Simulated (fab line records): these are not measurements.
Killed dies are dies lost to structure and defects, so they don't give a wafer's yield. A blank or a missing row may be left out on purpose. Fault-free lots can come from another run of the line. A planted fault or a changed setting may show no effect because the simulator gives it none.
Split-lot trial	flow n5 finfet	21 wafers read across 7 lots, on a route 1938 steps long

## ON THE SPLIT
At N5_SD_EPI_N_COAT_33 (time 60 s, resist thk 35 nm), the setting spin rpm was moved away from the recipe's 1500 rpm on 7 of the 21 wafers read, by -7.7% to +7.5%. For the rest of the wafers, this setting stayed at what the recipe calls for.

## FROM THE SPLIT TO THE READING: what the file shows between them, 3 steps
- N5_SD_EPI_N_COAT_03: resist thk 150 nm
- N5_SD_EPI_N_EBR_05
- N5_SD_EPI_N_DESCUM_14: chemistry O2, time 7.9 s

## THE READING
CAR-ArF-block_of_SD_EPI_N_COAT_03.thk nm (the simulator's own value, which no gauge read), in nm, at N5_SD_EPI_N_ETCH_34 (etches SiARC in CF4, target depth 45.5 nm, time 75.8 s). No usual value for it is given in the file. Here, 14 wafers ran the recipe; their average is 111.1 nm with a standard deviation of 0.35 nm.

wafer	tool, chamber at the split	spin rpm as run, rpm	against the recipe	CAR-ArF-block_of_SD_EPI_N_COAT_03.thk nm, nm	against lot-mates on the recipe
L074.1	litho track-03, 0	1500	recipe	110.6	-
L074.5	litho track-03, 0	1610	+7.3%	112.2	+1.6
L074.6	litho track-03, 0	1610	+7.3%	112.2	+1.6
L076.1	litho track-02, 0	1613	+7.5%	111.8	+1.0
L076.5	litho track-02, 0	1500	recipe	110.8	-
L076.6	litho track-02, 0	1613	+7.5%	112	+1.2
L084.1	litho track-02, 0	1500	recipe	111.4	-
L084.3	litho track-02, 0	1500	recipe	111.4	-
L084.6	litho track-02, 0	1500	recipe	111.6	-
L085.1	litho track-02, 0	1500	recipe	111	-
L085.5	litho track-02, 0	1500	recipe	110.8	-
L085.6	litho track-02, 0	1500	recipe	111	-
L087.1	litho track-02, 0	1500	recipe	110.6	-
L087.2	litho track-02, 0	1500	recipe	110.8	-
L087.3	litho track-02, 0	1385	-7.7%	109.4	-1.3
L089.4	litho track-05, 0	1560	+4.0%	111.8	+0.4
L089.5	litho track-05, 0	1560	+4.0%	112.2	+0.8
L089.6	litho track-05, 0	1500	recipe	111.4	-
L094.2	litho track-02, 0	1500	recipe	111.4	-
L094.5	litho track-02, 0	1500	recipe	111.6	-
L094.6	litho track-02, 0	1500	recipe	111.4	-

FIT RESULTS
A straight line over all 21 wafers: CAR-ArF-block_of_SD_EPI_N_COAT_03.thk nm changes by +0.157 nm for each +1% of spin rpm; r = +0.85; the points scatter about the line by 0.36 nm.
The same after taking each lot's own level away (the mean of its wafers on the recipe; 21 wafers): +0.176 nm for each +1%; r = +0.97; scatter 0.17 nm.
Per that fit: largest spin rpm move, reading shift of 1.3 nm.
The lots' own levels span 110.60 to 111.47 nm, that is 2.5 times the standard deviation above.
In other words, the slope is changed by the lot-to-lot level; the two fits disagree.
Check: -1.37 nm against its lot-mates is what the line predicts for one of the wafers moved furthest among these (-7.7%) when that wafer is left out of the fit. It came out at -1.3 nm against them.

## THE WHOLE CHAIN: every reading that the file lists as answering this split, in the file's order
step	what it does	reading	change (the file's fit)	r (the file's)
N5_SD_EPI_N_COAT_33	time 60 s, resist thk 35 nm	SiARC_of_SD_EPI_N_COAT_33.thk nm (the simulator's own value, which no gauge read)	-0.171 nm for each +1% of the setting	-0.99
N5_SD_EPI_N_ETCH_34	etches SiARC in CF4, target depth 45.5 nm, time 75.8 s	etch.depth nm (the simulator's own value, which no gauge read)	-0.175 nm for each +1% of the setting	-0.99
N5_SD_EPI_N_ETCH_34	etches SiARC in CF4, target depth 45.5 nm, time 75.8 s	CAR-ArF-block_of_SD_EPI_N_COAT_03.thk nm (the simulator's own value, which no gauge read)	+0.175 nm for each +1% of the setting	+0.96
N5_SD_EPI_N_ETCH_35	etches SOC in N2/H2, overetch 108 nm, time 486 s	SiARC_of_SD_EPI_N_COAT_33.thk nm (the simulator's own value, which no gauge read)	-0.157 nm for each +1% of the setting, in a fit together with time s@SD_EPI_N_ETCH_35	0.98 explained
N5_SD_EPI_N_ETCHBACK_44	etches SiNx in CH3F/O2, stops on SiO2, target depth 14.5 nm	SiARC_of_SD_EPI_N_COAT_33.thk nm (the simulator's own value, which no gauge read)	-0.152 nm for each +1% of the setting, in a fit together with time s@SD_EPI_N_ETCH_35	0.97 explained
N5_SD_EPI_N_ETCH_16	etches SiO2 in CHF3/O2, target depth 5 nm	SiARC_of_SD_EPI_N_COAT_33.thk nm (the simulator's own value, which no gauge read)	-0.151 nm for each +1% of the setting, in a fit together with time s@SD_EPI_N_ETCH_35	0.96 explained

## THE FILE'S OWN FIT
CAR-ArF-block_of_SD_EPI_N_COAT_03.thk nm changes by +0.175 nm for each +1% of spin rpm, r = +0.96.
